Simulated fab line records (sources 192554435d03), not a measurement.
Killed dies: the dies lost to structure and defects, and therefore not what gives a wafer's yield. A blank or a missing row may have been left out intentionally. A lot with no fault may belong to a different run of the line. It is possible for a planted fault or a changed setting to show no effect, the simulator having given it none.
fab line records | flow n5-finfet
[record] lots = 11 wafers = 30 last-day = 18
route steps=1938 shown BEOL_M11@1575 PASSIVATION@1936
lots that met no fault: taken from a fault-free run of the same line
start-h: hours from the record's opening day to when the first of the lot's shown wafers began | wait-h: how many hours have passed since the lot's step before this one | " same as the row above | L1.1+2: several wafers, shown together as one row | - no value present, or no start provided | * or withheld: withheld | < > ~ a bound
route shown NAME@n: names a module that has steps shown in the file, with the first one's number in the route | usual: mean and standard deviation over wafers with no fault | same: alike in all rows | chamber/n: place in a boat | sites: per-site readings | _std_site: the standard deviation of these | _edge_site: outer sites' mean less inner sites' | radius-mm: how far each site lies from the wafer's centre | mask NAME#n: copy n | behind: the last tool/chamber to shape the wafer | hold: cause of the lot's hold/its duration in hours/its outcome | device: the transistor (n, p or np) that didn't switch | end of line: the same wafers' tests at the end of the route | a step given without rows: its recipe and nothing more | killed: the dies lost at the first sort to structure and to defects; this is not the yield of the wafer | map: dies across one wafer; x = killed, . = not, _ = none there
set.NAME: the setting that was run; set.NAME@STEP: the one run at that earlier step | model.NAME: the simulator's own value behind a step, which no gauge read
route steps across a sampled set of lots; one table per step, one row per wafer
services: the hour from which a tool's chamber was out of use, counted from the record's first day as start-h (under 0 if before that day), plus the number of hours and why
[[steps]]
[step N5_BEOL_M11_VIA_ETCH_34]
[recipe] chemistry = C4F6/O2 target = SiCOH_lowk target-depth-a = 1845 mask-material = SOC taper-deg = 4 time-s = 69.2 ion-energy-ev = 250 pressure-mtorr = 30 source-w = 345 bias-w = 185 Ar_flow_sccm = 300 C4F6_flow_sccm = 10 O2_flow_sccm = 10
[usual] drypump-motor-current-A = 5.7/0.71 mfc-ar-sccm = 300.1/0.9 oes-product-au = 0.77/0.09 rf-fwd-power-W = 342.1/1.4 rf-vpp-V = 665/11 showerhead-plenum-p-Torr = 2.87/0.098 throttle-valve-pct = 21.01/0.25
// columns lot.wafer tool chamber start-h wait-h drypump-motor-current-A mfc-ar-sccm oes-product-au rf-fwd-power-W rf-hours-counter-h rf-vpp-V showerhead-plenum-p-Torr throttle-valve-pct
L146.1 rie-diel-05 2 215.87 0.0 5.3 300.9 0.69 342.4 217 667 2.94 21.05
L146.3 " 1 " " 6.7 301.1 0.72 342.4 174 649 2.75 21.23
L146.5 " 3 " " 5.0 298.8 0.90 342.2 - 660 3.00 20.85
L147.2 rie-diel-05 3 224.08 0.0 4.9 300.8 0.89 341.4 34 658 3.00 20.86
L147.4 " 2 " " 5.3 300.3 0.69 341.7 220 666 2.94 21.05
L147.5 " 3 " " 4.9 300.8 0.88 341.7 - 659 3.00 20.86
L154.2 rie-diel-06 3 242.66 0.0 5.4 300.6 0.72 344.8 190 658 2.85 21.12
L154.3 " 2 " " 6.5 299.8 0.87 342.4 22 658 2.81 20.64
L153.2 rie-diel-05 0 246.82 0.0 6.7 299.9 0.69 341.7 230 672 2.72 21.43
L153.3 " 3 " " 5.0 299.9 0.87 342.7 43 660 3.00 20.86
L155.1 rie-diel-05 0 248.45 0.0 6.7 300.6 0.69 341.2 230 672 2.72 21.44
L155.2 " 1 " " 6.7 301.0 0.72 340.9 185 647 2.75 21.24
L167.2 rie-diel-01 2 352.08 0.0 5.6 300.3 0.71 341.6 203 687 2.83 21.27
L167.5 " 3 " " 4.7 300.9 0.93 342.5 - 668 2.79 20.85
L167.6 " 2 " " 5.5 299.7 0.72 341.1 - 687 2.83 21.24
L166.3 rie-diel-01 2 353.81 0.0 5.6 300.7 0.71 343.4 204 686 2.83 21.25
L166.4 " 3 " " 4.7 299.6 0.93 341.7 16 669 2.79 20.85
L166.5 " 1 " " 5.2 300.0 0.92 344.9 - 673 2.92 20.69
L162.1 rie-diel-05 0 354.23 0.0 6.7 301.0 0.68 342.6 249 672 2.71 21.47
L162.3 " 3 " " 4.9 298.6 0.85 343.9 63 659 2.99 20.90
L162.6 " 2 " " 5.3 300.3 0.67 341.0 - 666 2.93 21.08
L163.1 rie-diel-06 1 371.83 0.0 5.4 300.3 0.67 343.0 238 667 2.80 20.99
L163.2 " 3 " " 5.5 300.3 0.70 341.5 221 657 2.83 21.16
L163.3 " 0 " " 6.4 300.2 0.77 339.8 123 655 2.95 20.62
L165.2 rie-diel-06 2 385.60 0.0 6.5 299.8 0.82 341.0 61 659 2.79 20.71
L165.3 " 0 " " 6.4 301.1 0.77 342.1 127 656 2.95 20.64
L165.6 " 0 " " 6.4 300.7 0.77 340.2 - 657 2.95 20.64
L168.1 rie-diel-05 3 389.11 0.0 4.9 299.2 0.83 340.8 76 658 2.98 20.90
L168.4 " 3 " " 5.0 299.4 0.83 342.5 - 659 2.98 20.92
L168.5 " 1 " " 6.7 299.4 0.69 340.1 - 648 2.73 21.28
[step N5_BEOL_M11_STRIP_77]
[recipe] chemistry = N2/H2 time-s = 10 power-w = 450 temp-c = 40 pressure-mtorr = 20 rf-frequency-hz = 6e+07 bias-power-w = 7 n2-flow-sccm = 200 h2-flow-sccm = 200
[usual] bias-power-w = 6.997/0.021 drypump-motor-current-A = 5.7/0.71 oes-product-au = 0.77/0.09 rf-vpp-V = 59.2/1 showerhead-plenum-p-Torr = 2.55/0.11 throttle-valve-pct = 23.68/0.23
// columns lot.wafer tool chamber start-h wait-h bias-power-w drypump-motor-current-A oes-product-au rf-hours-counter-h rf-vpp-V showerhead-plenum-p-Torr throttle-valve-pct
L146.1 rie-diel-05 2 - - 7.016 5.3 0.70 218 58.5 2.62 23.66
L146.3 " 1 " " 7.017 6.7 0.72 174 57.8 2.42 23.86
L146.5 " 3 " " 6.987 4.9 0.90 - 60.9 2.71 23.65
L147.2 rie-diel-05 3 - - 7.004 4.9 0.89 34 61.4 2.71 23.66
L147.4 " 2 " " 7.017 5.3 0.70 220 59.2 2.61 23.64
L147.5 " 3 " " 7.024 4.9 0.90 - 59.9 2.71 23.65
L154.2 rie-diel-06 3 - - 7.015 5.4 0.71 190 57.2 2.52 23.83
L154.3 " 2 " " 6.997 6.5 0.88 22 60.0 2.49 23.35
L153.2 rie-diel-05 0 - - 7.030 6.7 0.68 230 58.9 2.38 24.02
L153.3 " 3 " " 6.975 5.0 0.88 43 60.2 2.71 23.67
L155.1 rie-diel-05 0 - - 7.006 6.7 0.68 230 59.4 2.38 24.04
L155.2 " 1 " " 6.994 6.7 0.71 185 59.5 2.41 23.87
L167.2 rie-diel-01 2 - - 7.007 5.5 0.72 203 60.0 2.50 23.75
L167.5 " 3 " " 6.999 4.7 0.93 - 61.1 2.48 23.64
L167.6 " 2 " " 7.007 5.6 0.71 - 58.5 2.50 23.75
L166.3 rie-diel-01 2 - - 7.042 5.5 0.71 204 58.6 2.50 23.74
L166.4 " 3 " " 7.012 4.7 0.93 16 60.6 2.48 23.63
L166.5 " 1 " " 7.024 5.2 0.91 - 58.5 2.59 23.38
L162.1 rie-diel-05 0 - - 6.957 6.7 0.67 249 58.1 2.38 24.07
L162.3 " 3 " " 6.980 4.9 0.86 63 57.7 2.70 23.67
L162.6 " 2 " " 7.005 5.3 0.68 - 58.5 2.60 23.68
L163.1 rie-diel-06 1 - - 7.012 5.4 0.69 238 58.6 2.49 23.66
L163.2 " 3 " " 7.044 5.4 0.70 222 60.1 2.50 23.86
L163.3 " 0 " " 6.984 6.4 0.77 123 60.8 2.66 23.27
L165.2 rie-diel-06 2 - - 6.980 6.5 0.81 61 57.5 2.48 23.43
L165.3 " 0 " " 7.049 6.4 0.77 127 59.3 2.66 23.28
L165.6 " 0 " " 6.962 6.4 0.77 - 59.3 2.66 23.28
L168.1 rie-diel-05 3 - - 6.998 4.9 0.84 76 60.7 2.69 23.71
L168.4 " 3 " " 6.976 5.0 0.83 - 59.9 2.69 23.72
L168.5 " 1 " " 6.989 6.7 0.70 - 57.6 2.40 23.91
[step N5_BEOL_M11_SPUTTER_48]
[recipe] material = Cu target-thk-a = 120 temp-c = -20 bias-v = 60 power-w = 26000 chamber-pressure-pa = 0.13 time-s = 2
[usual] throttle-valve-pct = 29.9/1
// columns lot.wafer tool chamber start-h wait-h throttle-valve-pct
L146.1 pvd-sputter-01 - 217.41 0.1 30.1
L146.3 " - " " 30.1
L146.5 " - " " 30.0
L147.2 pvd-sputter-01 - 225.46 0.1 30.2
L147.4 " - " " 30.4
L147.5 " - " " 31.4
L154.2 pvd-sputter-02 - 244.03 0.1 29.1
L154.3 " - " " 29.1
L153.2 pvd-sputter-01 - 248.18 0.1 31.5
L153.3 " - " " 30.0
L155.1 pvd-sputter-02 - 249.99 0.1 29.1
L155.2 " - " " 29.2
L167.2 pvd-sputter-01 - 354.01 0.1 31.3
L167.5 " - " " 30.0
L167.6 " - " " 31.3
L166.3 pvd-sputter-02 - 356.76 0.1 28.5
L166.4 " - " " 30.5
L166.5 " - " " 30.6
L162.1 pvd-sputter-03 - 357.34 0.1 31.0
L162.3 " - " " 30.6
L162.6 " - " " 28.1
L163.1 pvd-sputter-02 - 374.45 0.1 28.2
L163.2 " - " " 30.8
L163.3 " - " " 29.2
L165.2 pvd-sputter-03 - 387.08 0.1 29.0
L165.3 " - " " 31.3
L165.6 " - " " 31.5
L168.1 pvd-sputter-02 - 390.64 0.1 29.0
L168.4 " - " " 29.2
L168.5 " - " " 29.3
[step N5_BEOL_M11_ECD_50]
[recipe] material = Cu target-thk-a = 3180
// columns lot.wafer tool chamber start-h wait-h
L146.1+3+5 ecd-cu-01 0,1,0 217.53 0.1
L147.2+4+5 ecd-cu-02 0,1,1 225.58 0.1
L154.2+3 ecd-cu-02 0,1 244.15 0.1
L153.2+3 ecd-cu-02 0 248.29 0.1
L155.1+2 ecd-cu-02 0,1 250.11 0.1
L167.2+5+6 ecd-cu-02 0,1,0 354.12 0.1
L166.3+4+5 ecd-cu-02 0,1,0 356.90 0.1
L162.1+3+6 ecd-cu-01 1 357.46 0.1
L163.1+2+3 ecd-cu-02 1,0,0 374.57 0.1
L165.2+3+6 ecd-cu-01 1,1,0 387.19 0.1
L168.1+4+5 ecd-cu-02 0 390.76 0.1
[step N5_BEOL_M11_CMP_52]
[recipe] stop-on = SiCOH_lowk t-overpolish-s = 7 down-force-psi = 1 platen-rpm = 50 clearing-platen-down-force-psi = 1.5 clearing-platen-rpm = 50 post-cmp-clean = cu-alkaline target-thk-nm = 140 clearing-platen-pad-velocity-m-s = 0.99484 pad-velocity-m-s = 0.99484
[usual] motor-current-A = 6.1/0.68 time-to-endpoint-s = 66/3
// columns lot.wafer tool chamber start-h wait-h motor-current-A time-to-endpoint-s
L146.3 cmp-01 0 218.08 0.2 6.3 69
L146.1 " 2 " " 7.1 67
L146.5 " 0 " " 6.0 69
L147.2 cmp-01 2 226.04 0.2 6.8 68
L147.4 " 0 " " 5.9 67
L147.5 " 1 " " 7.0 62
L154.3 cmp-01 1 244.61 0.2 7.0 37
L154.2 " 3 " " 5.1 37
L153.3 cmp-03 1 248.74 0.2 6.3 40
L153.2 " 2 " " 6.5 39
L155.2 cmp-03 3 250.51 0.2 6.3 43
L155.1 " 1 " " 6.2 65
L167.2 cmp-02 2 354.71 0.3 5.8 68
L167.6 " 0 " " 4.7 64
L167.5 " 1 " " 5.4 65
L166.3 cmp-03 0 357.37 0.2 5.6 69
L166.4 " 3 " " 6.6 71
L166.5 " 0 " " 5.6 72
L162.1 cmp-02 2 357.90 0.3 6.1 64
L162.3 " 3 " " 6.9 63
L162.6 " 2 " " 6.0 62
L163.3 cmp-02 2 374.99 0.2 6.0 64
L163.2 " 3 " " 6.5 62
L163.1 " 1 " " 5.5 65
L165.3 cmp-03 1 388.21 0.2 6.9 64
L165.2 " 0 " " 5.5 67
L165.6 " 2 " " 6.4 67
L168.4 cmp-02 2 391.17 0.1 6.0 67
L168.1 " 1 " " 5.3 69
L168.5 " 3 " " 6.3 64
[step N5_PASSIVATION_PROBE_49]
[usual] defect-limited-yield = 91.0/1.5 killed_at_M0_to_M3 = 32/9.6 killed_at_M4_up = 13/4.7 killed-at-contacts = 13/7.2 killed-at-front-end = 44/13 killed-at-other = 4/3.4 killed-dies = 106/18 killed-on-rim = 14/4.2 killed-open = 70/13 killed-short = 35/8 sort_bin_5_function = 5.3/0.97 sort_bin_6_memory = 3.4/0.73 sort-n-pass = 1074/18 sort-yield-pct = 91.0/1.5
[same] gross-dies = 1180 killed-at-back-side = 0 sort_bin_4_leakage[%] = 0 sort_bin_8_speed[%] = 0
// columns lot.wafer tool chamber start-h wait-h defect-limited-yield[%] killed_at_M0_to_M3 killed_at_M4_up killed-at-contacts killed-at-front-end killed-at-other killed-dies killed-on-rim killed-open killed-short sort_bin_5_function[%] sort_bin_6_memory[%] sort-n-pass sort-yield-pct[%]
L146.1 prober-01 - 249.84 0.0 90.9 24 11 1 61 10 107 14 57 49 5.8 2.9 1073 90.9
L146.3 prober-01 - 249.94 0.1 91.9 46 15 3 27 4 95 8 67 28 5.0 2.7 1085 91.9
L146.5 prober-01 - 250.04 0.2 91.8 31 19 5 33 9 97 12 61 36 4.3 3.5 1083 91.8
L154.2 prober-02 - 278.65 0.1 91.2 28 9 24 39 4 104 22 73 31 5.3 3.2 1076 91.2
L154.3 prober-02 - 278.70 0.1 91.7 29 4 14 49 2 98 7 68 25 4.3 3.4 1082 91.7
L153.2 prober-02 - 290.53 0.1 91.1 33 15 7 36 14 105 14 68 35 5.3 3.3 1075 91.1
L153.3 prober-02 - 290.58 0.1 92.1 28 19 7 38 1 93 9 58 34 4.6 2.8 1087 92.1
L155.1 prober-01 - 295.16 0.0 92.4 21 11 10 41 7 90 10 56 32 4.3 3.0 1090 92.4
L155.2 prober-01 - 295.21 0.1 91.3 21 7 8 65 2 103 18 72 29 4.7 3.8 1077 91.3
L166.3 prober-01 - 396.16 0.1 89.8 28 13 4 59 16 120 16 69 49 5.7 4.0 1060 89.8
L166.4 prober-01 - 396.21 0.2 91.2 23 16 28 31 6 104 11 69 34 5.0 3.2 1076 91.2
L166.5 prober-01 - 396.26 0.2 92.7 13 12 18 36 7 86 6 58 28 4.5 2.5 1094 92.7
L162.1 prober-02 - 396.76 0.0 89.8 41 14 8 56 1 120 15 80 33 6.2 3.6 1060 89.8
L162.3 prober-02 - 396.86 0.1 90.6 41 10 5 52 3 111 18 77 29 5.1 3.9 1069 90.6
L162.6 prober-02 - 397.01 0.3 90.7 25 10 28 47 0 110 14 74 30 5.9 2.5 1070 90.7
L168.1 prober-01 - 432.54 0.0 92.1 27 17 8 36 5 93 9 61 32 4.0 3.7 1087 92.1
L168.4 prober-01 - 432.69 0.2 92.5 25 12 7 41 3 88 15 51 37 4.3 2.7 1092 92.5
L168.5 prober-01 - 432.74 0.2 90.4 35 18 14 44 2 113 12 78 35 5.7 3.6 1067 90.4
// killed by level:class
L146.1 FIN_SAQP:geometric-particle:short=25 FIN_SAQP:geometric-particle:open=23 BEOL_M0_SAQP:geometric-particle:open=6 BEOL_M0_SAQP:geometric-particle:short=5 BEOL_M1:geometric-particle:open=5 GATE_CUT:geometric-particle:short=4 STI_FIN_REVEAL:geometric-particle:open=3 BEOL_M1:geometric-particle:short=3
L146.3 BEOL_M2:geometric-particle:open=13 FIN_SAQP:geometric-particle:open=8 BEOL_M1:geometric-particle:open=8 BEOL_M0_SAQP:geometric-particle:short=7 BEOL_M3:geometric-particle:open=7 BEOL_M7:geometric-particle:open=6 FIN_SAQP:geometric-particle:short=4 STI_FIN_REVEAL:geometric-particle:open=4
L146.5 BEOL_M4:geometric-particle:open=9 FIN_SAQP:geometric-particle:open=8 GATE_CUT:geometric-particle:short=7 BEOL_M2:geometric-particle:open=5 BEOL_M1:geometric-particle:open=5 BEOL_M3:geometric-particle:open=5 DUMMY_GATE:geometric-particle:open=4 MOL_CONTACT_COAG:geometric-particle:open=4
L154.2 MOL_CONTACT_COAG:geometric-particle:open=18 FIN_SAQP:geometric-particle:open=8 BEOL_M0_SAQP:geometric-particle:open=7 BEOL_M0_SAQP:geometric-particle:short=7 MOL_CONTACT_COAG:geometric-particle:short=6 BEOL_M1:geometric-particle:open=6 STARTING-WAFER:geometric-particle:short=5 FIN_SAQP:geometric-particle:short=4
L154.3 FIN_SAQP:geometric-particle:open=12 BEOL_M0_SAQP:geometric-particle:open=12 MOL_CONTACT_COAG:geometric-particle:open=11 DUMMY_GATE:geometric-particle:open=6 BEOL_M0_SAQP:geometric-particle:short=5 HKMG_FIN:area-etch=5 FIN_SAQP:geometric-particle:short=4 STI_FIN_REVEAL:geometric-particle:open=4
L153.2 BEOL_M0_SAQP:geometric-particle:open=11 BEOL_M0_SAQP:geometric-particle:short=11 BEOL_M4:geometric-particle:open=9 FIN_SAQP:geometric-particle:open=7 STI_FIN_REVEAL:geometric-particle:open=7 BEOL_M2:geometric-particle:open=5 PASS1_CAP:geometric-particle:open=5 DUMMY_GATE:geometric-particle:open=4
L153.3 BEOL_M4:geometric-particle:open=11 BEOL_M0_SAQP:geometric-particle:open=9 FIN_SAQP:geometric-particle:short=8 BEOL_M0_SAQP:geometric-particle:short=8 MOL_CONTACT_COAG:geometric-particle:open=7 FIN_SAQP:geometric-particle:open=5 STI_FIN_REVEAL:geometric-particle:open=5 DUMMY_GATE:geometric-particle:open=5
L155.1 STI_FIN_REVEAL:geometric-particle:open=13 MOL_CONTACT_COAG:geometric-particle:open=10 FIN_SAQP:geometric-particle:open=9 BEOL_M0_SAQP:geometric-particle:short=8 GATE_CUT:geometric-particle:short=5 BEOL_M4:geometric-particle:open=5 BEOL_M0_SAQP:geometric-particle:open=4 BEOL_M2:geometric-particle:open=4
L155.2 STI_FIN_REVEAL:geometric-particle:open=32 FIN_SAQP:geometric-particle:short=8 STI_FIN_REVEAL:geometric-particle:short=8 MOL_CONTACT_COAG:geometric-particle:open=7 BEOL_M2:geometric-particle:open=6 FIN_SAQP:geometric-particle:open=5 BEOL_M1:geometric-particle:open=5 STARTING-WAFER:geometric-particle:short=4
L166.3 FIN_SAQP:geometric-particle:open=17 FIN_SAQP:geometric-particle:short=12 GATE_CUT:geometric-particle:short=11 BEOL_M1:geometric-particle:open=9 STI_FIN_REVEAL:geometric-particle:open=5 BEOL_M5:geometric-particle:open=5 PASS1_DEP:geometric-particle:short=5 MIM_TOP_ETCH:geometric-particle:short=5
L166.4 MOL_CONTACT_COAG:geometric-particle:open=19 STI_FIN_REVEAL:geometric-particle:open=10 MOL_CONTACT_COAG:geometric-particle:short=9 FIN_SAQP:geometric-particle:short=6 BEOL_M2:geometric-particle:open=6 FIN_SAQP:geometric-particle:open=5 BEOL_M0_SAQP:geometric-particle:short=5 BEOL_M0_SAQP:geometric-particle:open=5
L166.5 MOL_CONTACT_COAG:geometric-particle:open=15 FIN_SAQP:geometric-particle:open=9 FIN_SAQP:geometric-particle:short=8 BEOL_M4:geometric-particle:open=7 STI_FIN_REVEAL:geometric-particle:open=4 BEOL_M2:geometric-particle:open=4 PASS1_CAP:geometric-particle:short=3 DUMMY_GATE:geometric-particle:open=3
L162.1 STI_FIN_REVEAL:geometric-particle:open=24 BEOL_M3:geometric-particle:open=10 BEOL_M1:geometric-particle:open=9 FIN_SAQP:geometric-particle:open=7 FIN_SAQP:geometric-particle:short=5 MOL_CONTACT_COAG:geometric-particle:open=5 BEOL_M0_SAQP:geometric-particle:short=5 BEOL_M4:geometric-particle:open=5
L162.3 STI_FIN_REVEAL:geometric-particle:open=12 DUMMY_GATE:geometric-particle:open=11 FIN_SAQP:geometric-particle:open=10 BEOL_M1:geometric-particle:open=10 BEOL_M2:geometric-particle:open=8 BEOL_M4:geometric-particle:open=7 BEOL_M3:geometric-particle:short=6 BEOL_M3:geometric-particle:open=5
L162.6 MOL_CONTACT_COAG:geometric-particle:open=19 STI_FIN_REVEAL:geometric-particle:open=14 MOL_CONTACT_COAG:geometric-particle:short=9 BEOL_M4:geometric-particle:open=7 FIN_SAQP:geometric-particle:short=6 FIN_SAQP:geometric-particle:open=6 BEOL_M0_SAQP:geometric-particle:open=5 BEOL_M0_SAQP:geometric-particle:short=5
L168.1 STI_FIN_REVEAL:geometric-particle:open=9 FIN_SAQP:geometric-particle:open=7 BEOL_M4:geometric-particle:open=7 FIN_SAQP:geometric-particle:short=5 MOL_CONTACT_COAG:geometric-particle:open=5 BEOL_M1:geometric-particle:open=5 BEOL_M3:geometric-particle:open=5 DUMMY_GATE:geometric-particle:open=4
L168.4 BEOL_M1:geometric-particle:open=8 STI_FIN_REVEAL:geometric-particle:open=6 GATE_CUT:geometric-particle:short=6 BEOL_M0_SAQP:geometric-particle:open=6 BEOL_M4:geometric-particle:open=6 DUMMY_GATE:geometric-particle:short=5 MOL_CONTACT_COAG:geometric-particle:open=5 FIN_SAQP:geometric-particle:open=4
L168.5 MOL_CONTACT_COAG:geometric-particle:open=14 FIN_SAQP:geometric-particle:open=12 STI_FIN_REVEAL:geometric-particle:open=11 FIN_SAQP:geometric-particle:short=10 BEOL_M4:geometric-particle:open=9 BEOL_M1:geometric-particle:open=9 BEOL_M0_SAQP:geometric-particle:open=6 BEOL_M0_SAQP:geometric-particle:short=4
[[services]]
// columns tool chamber start-h hours kind
cmp-02 - 192.55 0.3 repair
ecd-cu-02 - 198.23 1.3 repair
ecd-cu-02 - 229.66 4.0 pm
cmp-02 - 234.08 4.0 pm
rie-diel-05 - 253.99 4.3 pm
cmp-03 - 254.31 4.0 pm
pvd-sputter-01 - 273.00 6.9 repair
cmp-02 - 278.02 5.3 pm
cmp-03 - 282.78 8.0 pm
rie-diel-05 - 284.08 2.4 repair
rie-diel-01 1 294.48 7.1 repair
rie-diel-05 - 295.14 2.8 pm
cmp-03 - 297.70 4.0 repair
pvd-sputter-01 - 303.61 2.6 repair
cmp-02 - 304.89 2.2 repair
rie-diel-05 - 320.91 14.6 pm
cmp-02 - 329.54 0.5 repair
pvd-sputter-01 - 340.71 0.5 repair
rie-diel-05 0 348.78 2.5 repair
rie-diel-06 3 349.43 8.6 repair
cmp-03 - 361.60 1.2 repair
pvd-sputter-01 - 361.77 2.6 repair
rie-diel-01 0 362.90 12.3 repair
rie-diel-05 1 368.33 8.1 repair
[[key]]
[first-sign] step = N5_BEOL_M11_CMP_52 reading = time-to-endpoint-s direction = down sigmas = 8.7 usual = * struck = *
effect none on later readings
met-at N5_BEOL_M11_ECD_50
struck-lots L153,L154,L155
struck-wafers L153.2,L153.3,L154.2,L154.3,L155.2
not-acting-at N5_BEOL_M11_VIA_ETCH_34,N5_BEOL_M11_STRIP_77,N5_BEOL_M11_SPUTTER_48
onset-between 225.58 244.15
[fault] kind = process-parameter-drift tool = ecd-cu-02 chamber = - onset-h = 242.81 steps = N5_BEOL_M11_ECD_50 channel = target-thk-a offset = * shape = step end-h = 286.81 scope = struck-wafers-only acts-in = * stated = *
